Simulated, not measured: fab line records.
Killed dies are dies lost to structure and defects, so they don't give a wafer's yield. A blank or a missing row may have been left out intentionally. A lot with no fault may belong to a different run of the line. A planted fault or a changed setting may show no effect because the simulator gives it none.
Matching of chambers    flow n5-finfet    N5_BEOL_M0_SAQP_CUT_ETCH_46 on rie-diel-03: 4 sister chambers
The step etches SOC in N2/H2, target depth 135 nm, overetch 27 nm, time 202.5 s. 16 wafers are shown with their chamber, then 8 later ones without.

## EACH WAFER AND ITS CHAMBER
wafer   chamber  showerhead-plenum-p-Torr (Torr)  throttle-valve-pct (%)  drypump-motor-current-A (A)
L075.2  0        2.65                             18.12                   5.8
L075.5  0        2.65                             18.12                   5.7
L075.6  1        2.42                             18.02                   6.8
L077.1  0        2.65                             18.14                   5.8
L077.2  1        2.42                             18.04                   6.8
L077.3  2        2.63                             17.89                   6.2
L077.4  3        2.48                             17.57                   5.8
L077.5  2        2.63                             17.87                   6.2
L077.6  1        2.41                             18.04                   6.8
L079.1  3        2.48                             17.57                   5.9
L079.4  1        2.41                             18.02                   6.8
L079.6  0        2.65                             18.12                   5.7
L080.1  1        2.41                             18.04                   6.8
L080.2  3        2.48                             17.57                   5.8
L080.3  0        2.65                             18.15                   5.8
L084.1  3        2.47                             17.59                   5.8

SIGNATURES (means of the wafers above)
reading                   chamber 0  chamber 1  chamber 2  chamber 3  scatter within a chamber
showerhead-plenum-p-Torr  2.6500     2.4140     2.6300     2.4775     0.00403
throttle-valve-pct        18.1300    18.0320    17.8800    17.5750    0.0122
drypump-motor-current-A   5.760      6.800      6.200      5.825      0.0403
Rule: for a wafer and a chamber, the distance is found by dividing, reading by reading, the gap between the wafer's reading and the chamber's mean by the reading's scatter, squaring, summing and taking the root. If the next closest chamber is less than 2 further off than the closest, the wafer can't be placed; otherwise it belongs to the closest. The scatter is the square root of a quotient: the sum, over the shown wafers, of each reading's squared deviation from its chamber's mean, divided by wafers minus chambers.

## WAFERS WITHOUT THEIR CHAMBER
wafer   showerhead-plenum-p-Torr (Torr)  throttle-valve-pct (%)  drypump-motor-current-A (A)
L084.2  2.65                             18.16                   5.7
L084.5  2.65                             18.15                   5.8
L089.1  2.62                             17.93                   6.2
L089.3  2.47                             17.61                   5.8
L089.4  2.41                             18.05                   6.8
L096.2  2.64                             18.21                   5.8
L096.3  2.46                             17.66                   5.8
L096.5  2.40                             18.05                   6.8

## WHICH CHAMBER EACH ONE RAN IN
wafer   from the rows above  in truth
L084.2  0                    0
L084.5  0                    0
L089.1  2                    2
L089.3  3                    3
L089.4  1                    1
L096.2  0                    0
L096.3  3                    3
L096.5  1                    1
8 of 8 placed correctly. Number that these rows cannot place: 0. Wrongly placed: 0.
